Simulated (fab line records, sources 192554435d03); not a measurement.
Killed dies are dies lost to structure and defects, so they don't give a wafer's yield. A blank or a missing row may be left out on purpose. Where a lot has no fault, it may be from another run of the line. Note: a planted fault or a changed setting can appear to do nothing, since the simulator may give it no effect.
A lot that was struck, set against a sound lot + flow n5_finfet + 15 steps out of a route of 1938
Sound: the wafers L481.1, L481.2, L481.6. Wafers struck: L485.2, L485.5, L485.6. Last of all comes the cause.
Order at every step that has rows: each side's tool, ch and its chambers, its first start. Under that, the readings that differ: sound wafers + struck wafers + difference of the means + sigmas: that difference in standard deviations of wafers without a fault.
alike: a reading whose means differ by less than 2 such deviations, as well as words and numbers matching on both sides. not compared: withheld readings; readings where some wafer has no value; bounds like >300 that might hide an equal value; numbers whose values overlap and for which the record gives no deviation.
Wherever a step has rows on one side only, a row that says differs or no value, or a row with sigmas, the two part there. Numbers that have no deviation but don't overlap get no sigmas and don't part them. Lack of a reading on every wafer of one side parts them only where that side has two or more wafers.

first, 2 steps without rows for these wafers: N5_BEOL_M0_SPUTTER_116 (material Cu, target thk 4 nm, time 7.37 s); N5_BEOL_M0_ANNEAL_117 (time 60 s).
N5_BEOL_M0_SPUTTER_132: material Cu, target thk 4 nm, time 7.37 s.
  struck on pvd_sputter-03, day 9 22:11; sound on pvd_sputter-03, day 8 17:34
  alike: throttle_valve_pct
then, 1 step without rows for these wafers: N5_BEOL_M0_ANNEAL_133 (time 60 s).
N5_BEOL_M0_SPUTTER_134: material Cu, target thk 4 nm, time 7.37 s.
  struck on pvd_sputter-03, day 9 22:18; sound on pvd_sputter-03, day 8 17:41
  alike: throttle_valve_pct
N5_BEOL_M0_ANNEAL_135: time 60 s.
  struck on pvd_sputter-03, day 9 22:23; sound on pvd_sputter-03, day 8 17:46
  alike: heater_power_w
then, 3 steps without rows for these wafers: N5_BEOL_M0_SPUTTER_141 (material Cu, target thk 4 nm, time 7.37 s); N5_BEOL_M0_ECD_118 (material Cu, target thk 300 nm); N5_BEOL_M0_ANNEAL_119 (time 90 s).
N5_BEOL_M0_CMP_120: polishes, stops on SiOC, t overpolish 6.9 s.
  sound on cmp-04 ch 0,2,3, day 8 18:23; struck on cmp-04 ch 1,2,3, day 9 23:02
  alike: barrier_field_endpoint_s, clearing_platen_down_force_psi, motor_current_A, overpolish_run_s, time_to_endpoint_s
  not compared: pad_life_wafers
N5_BEOL_M0_PRE_CLEAN_131: time 15 s.
  sound on cvd_co-01 ch 0,1,2, day 8 18:38; struck on cvd_co-02 ch 0,2, day 9 23:16
  alike: heater_power_w
N5_BEOL_M0_CO_CAP_123: material Co, precursor CCTBA/H2, target thk 2 nm, time 102.1 s.
  sound on cvd_co-01 ch 0,1,2, day 8 18:40; struck on cvd_co-02 ch 0,2, day 9 23:18
  no value came back on the struck wafers for chamber_pressure_Torr (Torr), heater_power_outer_w (W), heater_power_w (W); on the sound wafers chamber_pressure_Torr (Torr) reads 29.95 30.02 30.11
then, 1 step without rows for these wafers: N5_BEOL_M0_PRE_CLEAN_124 (time 15 s).
-- here the record skips 2 days between the struck wafers' starts before and after, leaving off in module BEOL_M0 and picking up in module BEOL_M4 (first step shown: number 1111 of the route) --
N5_BEOL_M4_RC_MEAS_101:
  sound on prober-01 ch 0, day 11 10:04; struck on prober-01 ch 0, day 12 05:02
  alike: DIBL_N, DIBL_P, IOFF_N, IOFF_P, ION_N, ION_P, SS_N, SS_P, VT_N, VT_P
N5_PASSIVATION_PROBE_49:
  rows exist in the record for the sound wafers here (prober-01, day 16 05:04), none for the struck ones

## WHERE THEY PART
At N5_BEOL_M0_CO_CAP_123 first; at N5_PASSIVATION_PROBE_49 last (within this record only).

WHY: what had been put in by the simulator
Skipped step whole: cvd_co-02, from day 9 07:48 on, at N5_BEOL_M0_CO_CAP_123. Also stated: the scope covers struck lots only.
